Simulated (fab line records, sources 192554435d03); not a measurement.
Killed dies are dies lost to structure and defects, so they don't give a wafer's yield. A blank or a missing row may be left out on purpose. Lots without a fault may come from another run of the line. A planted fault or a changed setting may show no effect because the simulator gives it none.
Chamber matching | flow n5_finfet | N5_GATE_CUT_HM_OPEN_40 on rie_diel-02: 4 sister chambers
The step chemistry C4F6/O2, target SiO2, target depth 139 nm, time 85.1 s. 14 wafers are shown with their chamber, then 7 later ones without.

WAFERS WITH THEIR CHAMBER
wafer  | chamber | rf_vpp_V (V) | showerhead_plenum_p_Torr (Torr) | drypump_motor_current_A (A)
L076.2 | 1       | 685          | 3.01                            | 5.97
L076.5 | 1       | 686          | 3.01                            | 5.96
L076.6 | 2       | 639          | 2.88                            | 5.92
L078.1 | 0       | 684          | 2.79                            | 5.44
L078.2 | 1       | 687          | 3.01                            | 5.98
L078.6 | 2       | 639          | 2.88                            | 5.98
L081.2 | 3       | 622          | 2.82                            | 6.17
L081.4 | 1       | 685          | 3.01                            | 5.99
L081.6 | 2       | 639          | 2.87                            | 5.98
L083.3 | 2       | 638          | 2.87                            | 5.94
L083.5 | 2       | 637          | 2.87                            | 5.95
L083.6 | 1       | 686          | 3.00                            | 5.96
L084.2 | 2       | 637          | 2.87                            | 5.97
L084.3 | 1       | 684          | 3.00                            | 5.97

SIGNATURES (means of the wafers above)
reading                  | chamber 0 | chamber 1 | chamber 2 | chamber 3 | scatter within a chamber
rf_vpp_V                 | 684.00    | 685.50    | 638.17    | 622.00    | 1.02
showerhead_plenum_p_Torr | 2.7900    | 3.0067    | 2.8733    | 2.8200    | 0.00516
drypump_motor_current_A  | 5.4400    | 5.9717    | 5.9567    | 6.1700    | 0.019
Rule: a wafer's distance from a chamber is the root of the sum, over the readings, of the square of ((its reading less the chamber's mean) divided by the reading's scatter). The wafer belongs to the nearest chamber; if the next one is less than 2 further off, it can't be placed. The scatter: the root of (the sum of the squares of (reading less its chamber's mean) over the shown wafers, divided by (wafers less chambers)).

WAFERS WITHOUT THEIR CHAMBER
wafer  | rf_vpp_V (V) | showerhead_plenum_p_Torr (Torr) | drypump_motor_current_A (A)
L084.6 | 638          | 2.87                            | 5.97
L086.1 | 686          | 3.00                            | 5.99
L086.2 | 685          | 2.79                            | 5.48
L086.5 | 684          | 2.79                            | 5.52
L091.4 | 686          | 3.00                            | 5.99
L091.5 | 620          | 2.81                            | 6.13
L091.6 | 639          | 2.86                            | 5.95

WHICH CHAMBER EACH WENT THROUGH
wafer  | from the rows above | in truth
L084.6 | 2                   | 2
L086.1 | 1                   | 1
L086.2 | 0                   | 0
L086.5 | 0                   | 0
L091.4 | 1                   | 1
L091.5 | 3                   | 3
L091.6 | 2                   | 2
Placed correctly: 7 of 7. Can't be placed from these rows: 0. Placed wrongly: 0.
